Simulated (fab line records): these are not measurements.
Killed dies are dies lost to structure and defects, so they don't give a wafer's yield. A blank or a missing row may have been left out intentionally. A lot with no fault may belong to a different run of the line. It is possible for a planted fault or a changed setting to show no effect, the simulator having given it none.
Split-lot study | flow n5_finfet | 21 wafers read from 7 lots, route of 1938 steps

SPLIT DETAILS
At N5_BEOL_M3_VIA_ETCH_34 (etches the open film in C4F6/O2, target depth 69.4 nm, time 65.9 s), the setting time_s was moved away from the recipe's 65.9 s on 9 of the 21 wafers read, by -18.7% to +16.1%. The other wafers ran this setting at the recipe's value.

The reading comes from the split's own step.

THE READING
SOC_of_BEOL_M3_COAT_67.thk_nm (the simulator's own value, which no gauge read), in nm, at N5_BEOL_M3_VIA_ETCH_34 (etches the open film in C4F6/O2, target depth 69.4 nm, time 65.9 s). The file gives no usual value for it. Average 52.0 nm, standard deviation 0.22 nm, over the 12 wafers here run with the recipe.

wafer  | tool, chamber at the split | time_s as run, s | against the recipe | SOC_of_BEOL_M3_COAT_67.thk_nm, nm | against lot-mates on the recipe
L077.1 | rie_diel-01, 2             | 65.9             | recipe             | 51.8                              | -
L077.4 | rie_diel-01, 0             | 65.9             | recipe             | 52                                | -
L077.5 | rie_diel-01, 2             | 53.56            | -18.7%             | 53.4                              | +1.5
L081.2 | rie_diel-01, 3             | 55.42            | -15.9%             | 53.2                              | +1.2
L081.4 | rie_diel-01, 2             | 65.9             | recipe             | 52                                | -
L081.6 | rie_diel-01, 3             | 55.42            | -15.9%             | 53.2                              | +1.2
L083.2 | rie_diel-01, 0             | 76.51            | +16.1%             | 50.6                              | no lot-mate on the recipe
L083.5 | rie_diel-01, 1             | 76.51            | +16.1%             | 50.8                              | no lot-mate on the recipe
L083.6 | rie_diel-01, 0             | 76.51            | +16.1%             | 50.6                              | no lot-mate on the recipe
L084.2 | rie_diel-01, 1             | 65.9             | recipe             | 52.2                              | -
L084.3 | rie_diel-01, 0             | 72.64            | +10.2%             | 51.2                              | -0.7
L084.4 | rie_diel-01, 3             | 65.9             | recipe             | 51.6                              | -
L086.3 | rie_diel-01, 0             | 65.9             | recipe             | 52                                | -
L086.4 | rie_diel-01, 2             | 65.9             | recipe             | 51.8                              | -
L086.5 | rie_diel-01, 3             | 65.9             | recipe             | 51.8                              | -
L089.1 | rie_diel-01, 1             | 65.9             | recipe             | 52.2                              | -
L089.5 | rie_diel-01, 1             | 65.9             | recipe             | 52.2                              | -
L089.6 | rie_diel-01, 0             | 65.9             | recipe             | 52.4                              | -
L097.1 | rie_diel-01, 1             | 65.9             | recipe             | 52.2                              | -
L097.3 | rie_diel-01, 3             | 55.3             | -16.1%             | 53.2                              | +1.0
L097.6 | rie_diel-01, 2             | 55.3             | -16.1%             | 53.4                              | +1.2

FIT RESULTS
A straight line over all 21 wafers: SOC_of_BEOL_M3_COAT_67.thk_nm changes by -0.0793 nm for each +1% of time_s; r = -0.98; the points scatter about the line by 0.19 nm.
The same after taking each lot's own level away (the mean of its wafers on the recipe; 18 wafers): -0.0734 nm for each +1%; r = -0.98; scatter 0.14 nm.
On that fit, the largest move of time_s shifts the reading by 1.4 nm.
Measured against the standard deviation above, the lots' own levels, which go from 51.87 to 52.27 nm, span 1.8 times it.
The two slopes agree, so the slope changes little with the lot-to-lot level.
Check: for one of the wafers moved furthest among these (-18.7%), held out of the fit, the line's prediction against its lot-mates is +1.34 nm. It came out at +1.5 nm against them.

THE WHOLE CHAIN: every reading that the file lists as answering this split, in the file's order
step                   | what it does                                                       | reading                                                                        | change (the file's fit)                | r (the file's)
N5_BEOL_M3_VIA_ETCH_34 | etches the open film in C4F6/O2, target depth 69.4 nm, time 65.9 s | etch.depth_nm (the simulator's own value, which no gauge read)                 | +0.678 nm for each +1% of the setting  | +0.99
N5_BEOL_M3_VIA_ETCH_34 | etches the open film in C4F6/O2, target depth 69.4 nm, time 65.9 s | SOC_of_BEOL_M3_COAT_67.thk_nm (the simulator's own value, which no gauge read) | -0.0745 nm for each +1% of the setting | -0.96

THE FILE'S OWN FIT
SOC_of_BEOL_M3_COAT_67.thk_nm changes by -0.0745 nm for each +1% of time_s, r = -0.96.
